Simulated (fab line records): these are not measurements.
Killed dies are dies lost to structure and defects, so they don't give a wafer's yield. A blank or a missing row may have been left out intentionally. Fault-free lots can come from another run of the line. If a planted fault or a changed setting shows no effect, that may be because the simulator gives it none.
What tool caused it? -- flow n5 finfet -- 24 lots, 72 wafers sampled, at 6 steps of a route of 1938

## WHAT EACH GAUGE READ, for each wafer
N5_SD_EPI_P_INSPECT_11: inspects for defects (macro).
lot,measured,on,raw defect count
L074,day 3 07:07,defect inspect-01,0 1 1
L075,day 3 13:03,defect inspect-02,4 3 2
L076,day 3 20:57,defect inspect-02,1 2 1
L077,day 4 04:36,defect inspect-01,0 4 2
L078,day 4 06:12,defect inspect-02,1 3 1
L079,day 4 13:11,defect inspect-02,0 0 4
L080,day 4 19:56,defect inspect-02,1 4 2
L081,day 4 23:32,defect inspect-02,4 3 0
L082,day 5 05:13,defect inspect-02,2 4 1
L083,day 5 13:53,defect inspect-02,0 0 1
L084,day 5 18:44,defect inspect-02,4 2 1
L085,day 6 05:56,defect inspect-02,1 2 4
L086,day 6 06:32,defect inspect-02,2 1 2
L087,day 6 13:55,defect inspect-01,3 3 6
L088,day 6 17:28,defect inspect-02,1 4 3
L089,day 7 05:16,defect inspect-02,3 0 2
L090,day 7 05:47,defect inspect-02,5 1 4
L091,day 7 13:43,defect inspect-02,4 4 5
L092,day 7 16:48,defect inspect-02,4 3 3
L093,day 8 01:37,defect inspect-02,3 2 3
L094,day 8 04:22,defect inspect-02,3 1 1
L095,day 8 10:22,defect inspect-02,5 1 2
L096,day 8 16:55,defect inspect-02,2 5 3
L097,day 8 23:27,defect inspect-02,1 2 1

N5_SD_EPI_P_INSPECT_26: inspects for defects (darkfield).
lot,measured,on,raw defect count
L074,day 3 10:53,defect inspect-01,186 190 205
L075,day 3 17:02,defect inspect-01,160 144 131
L076,day 4 01:33,defect inspect-01,278 211 200
L077,day 4 08:24,defect inspect-01,177 187 123
L078,day 4 09:58,defect inspect-02,163 201 203
L079,day 4 16:56,defect inspect-01,183 155 187
L080,day 4 23:42,defect inspect-02,170 137 176
L081,day 5 03:19,defect inspect-01,147 254 301
L082,day 5 09:08,defect inspect-01,181 144 194
L083,day 5 17:53,defect inspect-01,162 140 231
L084,day 5 22:29,defect inspect-01,172 206 212
L085,day 6 10:51,defect inspect-02,177 176 171
L086,day 6 10:22,defect inspect-02,194 170 222
L087,day 6 17:40,defect inspect-02,160 174 166
L088,day 6 21:29,defect inspect-02,170 166 237
L089,day 7 09:01,defect inspect-02,260 183 123
L090,day 7 09:32,defect inspect-02,189 177 205
L091,day 7 17:29,defect inspect-02,182 160 230
L092,day 7 20:40,defect inspect-02,224 246 159
L093,day 8 06:14,defect inspect-01,200 235 176
L094,day 8 08:13,defect inspect-01,199 154 169
L095,day 8 14:58,defect inspect-02,254 211 223
L096,day 8 21:31,defect inspect-02,156 199 137
L097,day 9 04:04,defect inspect-01,153 168 160

N5_SDB_THK_MEAS_31.
lot,measured,on,SDB_THK (nm)
L074,day 3 23:52,film metro-02,67.1 65.1 65.3
L075,day 4 04:20,film metro-02,66.6 65.8 65.3
L076,day 4 14:02,film metro-02,64.0 63.8 66.2
L077,day 4 22:06,film metro-01,63.4 65.5 65.5
L078,day 4 22:31,film metro-02,64.6 63.2 65.4
L079,day 5 04:56,film metro-01,65.0 66.0 64.0
L080,day 5 11:29,film metro-02,65.1 63.0 64.9
L081,day 5 14:49,film metro-02,64.1 64.0 64.2
L082,day 5 21:42,film metro-01,63.3 63.0 65.3
L083,day 6 06:00,film metro-01,63.3 66.2 65.9
L084,day 6 10:08,film metro-02,63.1 63.8 63.6
L085,day 7 00:57,film metro-01,63.8 63.9 64.5
L086,day 6 21:48,film metro-01,63.7 65.8 65.1
L087,day 7 06:02,film metro-02,63.4 64.2 64.8
L088,day 7 09:17,film metro-02,67.3 66.5 65.9
L089,day 7 20:50,film metro-01,64.7 64.2 64.7
L090,day 7 21:54,film metro-01,64.5 64.0 63.8
L091,day 8 05:25,film metro-02,63.2 63.4 65.4
L092,day 8 08:23,film metro-01,66.1 65.9 65.9
L093,day 8 18:20,film metro-01,64.5 65.3 64.9
L094,day 8 20:16,film metro-02,67.1 65.6 67.0
L095,day 9 03:13,film metro-02,64.7 65.4 63.6
L096,day 9 09:12,film metro-01,67.2 63.1 65.3
L097,day 9 16:14,film metro-02,64.0 65.6 64.4

N5_HKMG_FIN_OVL_MEAS_50.
lot,measured,on,NDIPOLE_OVL (nm)
L074,day 4 01:20,overlay-02,-0.3 -1.0 -1.0
L075,day 4 05:57,overlay-02,-0.3 0.3 -0.2
L076,day 4 15:46,overlay-02,-0.9 0.4 0.3
L077,day 4 23:35,overlay-02,0.8 0.0 -0.8
L078,day 5 00:07,overlay-01,0.5 -0.1 -0.8
L079,day 5 06:34,overlay-02,-1.7 -1.2 -1.1
L080,day 5 13:04,overlay-02,-0.2 -0.2 -0.7
L081,day 5 16:31,overlay-02,-1.1 -1.0 -1.4
L082,day 5 23:31,overlay-01,-1.0 -1.2 -2.1
L083,day 6 07:52,overlay-01,-0.4 0.9 0.7
L084,day 6 12:00,overlay-01,-1.2 -1.0 -2.3
L085,day 7 02:32,overlay-02,-0.7 -0.7 -0.7
L086,day 6 23:31,overlay-01,-1.2 1.3 0.2
L087,day 7 07:44,overlay-01,-0.8 0.1 -1.2
L088,day 7 10:54,overlay-02,-0.9 -1.0 -0.5
L089,day 7 22:53,overlay-01,-0.3 -2.0 -0.1
L090,day 7 23:40,overlay-01,-0.3 0.3 -1.1
L091,day 8 07:14,overlay-01,-0.6 -1.7 -1.3
L092,day 8 10:07,overlay-02,-0.4 -0.3 -0.7
L093,day 8 20:01,overlay-02,-0.3 0.6 -0.6
L094,day 8 21:47,overlay-01,-0.9 -0.8 -1.6
L095,day 9 04:58,overlay-01,0.4 -0.8 -0.2
L096,day 9 10:52,overlay-02,-1.1 -1.1 -1.0
L097,day 9 17:42,overlay-02,-1.4 -0.8 -1.1

## WHAT TOOL EACH LOT RAN ON (gives the tool, then ch and the chambers of the sampled wafers, and finally the start)
lot,N5_SD_EPI_P_ETCHBACK_46,N5_SD_EPI_P_ETCH_47
L074,"rie diel-06 ch 1,2,3, day 3 07:34","rie diel-06 ch 1,2,3, day 3 07:40"
L075,"rie diel-05 ch 1,2,3, day 3 13:43","rie diel-05 ch 1,2,3, day 3 13:49"
L076,"rie diel-01 ch 0,1, day 3 21:24","rie diel-01 ch 0,1, day 3 21:30"
L077,"rie diel-05 ch 1,2,3, day 4 05:03","rie diel-05 ch 1,2,3, day 4 05:09"
L078,"rie diel-06 ch 0,1, day 4 06:38","rie diel-06 ch 0,1, day 4 06:44"
L079,"rie diel-01 ch 0,1, day 4 13:38","rie diel-01 ch 0,1, day 4 13:44"
L080,"rie diel-05 ch 0,1, day 4 20:23","rie diel-05 ch 0,1, day 4 20:29"
L081,"rie diel-06 ch 0,1,2, day 5 00:01","rie diel-06 ch 0,1,2, day 5 00:07"
L082,"rie diel-05 ch 0,1,2, day 5 05:40","rie diel-05 ch 0,1,2, day 5 05:46"
L083,"rie diel-06 ch 1,2,3, day 5 14:34","rie diel-06 ch 1,2,3, day 5 14:40"
L084,"rie diel-01 ch 1,2, day 5 19:11","rie diel-01 ch 1,2, day 5 19:17"
L085,"rie diel-06 ch 0,1,3, day 6 06:42","rie diel-06 ch 0,1,3, day 6 06:48"
L086,"rie diel-05 ch 0,1,3, day 6 07:02","rie diel-05 ch 0,1,3, day 6 07:08"
L087,"rie diel-01 ch 0,3, day 6 14:22","rie diel-01 ch 0,3, day 6 14:28"
L088,"rie diel-06 ch 2,3, day 6 18:11","rie diel-06 ch 2,3, day 6 18:17"
L089,"rie diel-05 ch 0,1,2, day 7 05:42","rie diel-05 ch 0,1,2, day 7 05:48"
L090,"rie diel-01 ch 0,1,2, day 7 06:14","rie diel-01 ch 0,1,2, day 7 06:20"
L091,"rie diel-05 ch 0,1,2, day 7 14:10","rie diel-05 ch 0,1,2, day 7 14:16"
L092,"rie diel-06 ch 1,2, day 7 17:22","rie diel-06 ch 1,2, day 7 17:28"
L093,"rie diel-01 ch 1,2,3, day 8 02:04","rie diel-01 ch 1,2,3, day 8 02:10"
L094,"rie diel-01 ch 1,2,3, day 8 04:49","rie diel-01 ch 1,2,3, day 8 04:55"
L095,"rie diel-01 ch 1,2,3, day 8 10:49","rie diel-01 ch 1,2,3, day 8 10:55"
L096,"rie diel-05 ch 1,2,3, day 8 17:22","rie diel-05 ch 1,2,3, day 8 17:28"
L097,"rie diel-06 ch 0,1,2, day 8 23:54","rie diel-06 ch 0,1,2, day 9 00:00"
- N5_SD_EPI_P_ETCHBACK_46: etches SiNx in CH3F/O2, stops on SiO2, target depth 17.5 nm.
- N5_SD_EPI_P_ETCH_47: etches SiOCN in CH3F/O2, target depth 25 nm.

## WHAT THE TOOLS THEMSELVES READ (means of the sampled wafers that have a number; where no wafer has one, the mark that the record gives instead)
N5_SD_EPI_P_ETCHBACK_46.
lot,tool,drypump motor current A (A),oes_o_777_au (a.u.),oes product au (a.u.),rf vpp V (V),showerhead plenum p Torr (Torr),throttle valve pct (%)
L074,rie diel-06,5.6,0.84,0.74,298,2.09,16.20
L075,rie diel-05,5.5,0.73,0.63,306,2.07,16.23
L076,rie diel-01,6.2,0.82,0.70,297,2.03,16.13
L077,rie diel-05,5.5,0.73,0.62,306,2.07,16.24
L078,rie diel-06,5.4,0.85,0.75,297,2.11,16.06
L079,rie diel-01,6.2,0.82,0.69,298,2.02,16.13
L080,rie diel-05,5.7,0.82,0.71,303,2.08,16.22
L081,rie diel-06,5.4,0.84,0.74,300,2.08,16.08
L082,rie diel-05,5.6,0.89,0.77,303,2.07,16.10
L083,rie diel-06,5.6,0.81,0.72,298,2.08,16.22
L084,rie diel-01,5.3,0.74,0.62,292,1.94,16.62
L085,rie diel-06,5.4,0.77,0.67,297,2.09,16.26
L086,rie diel-05,5.8,0.80,0.68,300,2.06,16.15
L087,rie diel-01,5.9,0.88,0.74,303,2.05,15.97
L088,rie diel-06,5.6,0.75,0.66,297,2.06,16.40
L089,rie diel-05,5.6,0.86,0.74,303,2.06,16.13
L090,rie diel-01,5.8,0.77,0.65,296,1.98,16.41
L091,rie diel-05,5.6,0.85,0.73,303,2.06,16.13
L092,rie diel-06,5.5,0.84,0.74,301,2.07,16.09
L093,rie diel-01,5.3,0.80,0.68,298,2.01,16.44
L094,rie diel-01,5.3,0.80,0.67,298,2.01,16.45
L095,rie diel-01,5.3,0.80,0.67,298,2.01,16.44
L096,rie diel-05,5.5,0.78,0.67,306,2.06,16.15
L097,rie diel-06,5.4,0.80,0.70,300,2.07,16.15

N5_SD_EPI_P_ETCH_47.
lot,tool,drypump motor current A (A),oes_o_777_au (a.u.),oes product au (a.u.),rf vpp V (V),showerhead plenum p Torr (Torr),throttle valve pct (%)
L074,rie diel-06,5.6,0.84,0.87,127.2,2.09,16.16
L075,rie diel-05,5.5,0.73,0.74,131.0,2.07,16.22
L076,rie diel-01,6.2,0.83,0.82,127.3,2.03,16.10
L077,rie diel-05,5.5,0.72,0.73,131.0,2.07,16.21
L078,rie diel-06,5.4,0.86,0.87,127.9,2.11,16.04
L079,rie diel-01,6.1,0.82,0.82,127.7,2.02,16.11
L080,rie diel-05,5.7,0.83,0.83,129.8,2.08,16.18
L081,rie diel-06,5.4,0.84,0.86,128.0,2.08,16.06
L082,rie diel-05,5.6,0.89,0.91,130.2,2.07,16.08
L083,rie diel-06,5.5,0.82,0.84,127.7,2.08,16.21
L084,rie diel-01,5.3,0.73,0.72,125.3,1.94,16.60
L085,rie diel-06,5.4,0.77,0.78,127.3,2.09,16.24
L086,rie diel-05,5.7,0.80,0.81,129.2,2.06,16.13
L087,rie diel-01,5.9,0.87,0.88,130.3,2.05,15.95
L088,rie diel-06,5.6,0.74,0.76,127.1,2.06,16.39
L089,rie diel-05,5.6,0.85,0.87,129.8,2.06,16.11
L090,rie diel-01,5.7,0.76,0.76,127.0,1.98,16.38
L091,rie diel-05,5.6,0.85,0.87,129.6,2.06,16.11
L092,rie diel-06,5.6,0.84,0.87,128.8,2.07,16.06
L093,rie diel-01,5.4,0.80,0.80,128.3,2.01,16.42
L094,rie diel-01,5.3,0.80,0.79,127.9,2.01,16.41
L095,rie diel-01,5.3,0.79,0.80,128.6,2.01,16.43
L096,rie diel-05,5.5,0.78,0.80,130.6,2.06,16.14
L097,rie diel-06,5.4,0.80,0.82,128.7,2.07,16.12

## THE ANSWER, worked out from the rows above alone
Rule: the lots themselves supply what counts as usual. The widest of any qualifying gaps counts: lots, ordered by their means at a reading, are off when they make up no more than a third of the lots, leave a main group of 4 or more, and stand apart from it by 3 or more times the standard deviation of that group's means. The tables above print the reading to a certain number of digits; a main group whose means all agree to those digits is not used. Also off: a lot with no number at a reading for which 4 or more lots have one. Where the step has rows for the other lots, those lots are counted as sound. First the gauges in route order, then the tools' own readings, where a lot's mean is used as printed above. The first step at which some lot is off is used, and at that step the reading that is off furthest; a lot without a number counts as furthest.
No lot is off at any reading shown: from this, nothing can be told.

## WHAT HAD BEEN PUT IN BY THE SIMULATOR
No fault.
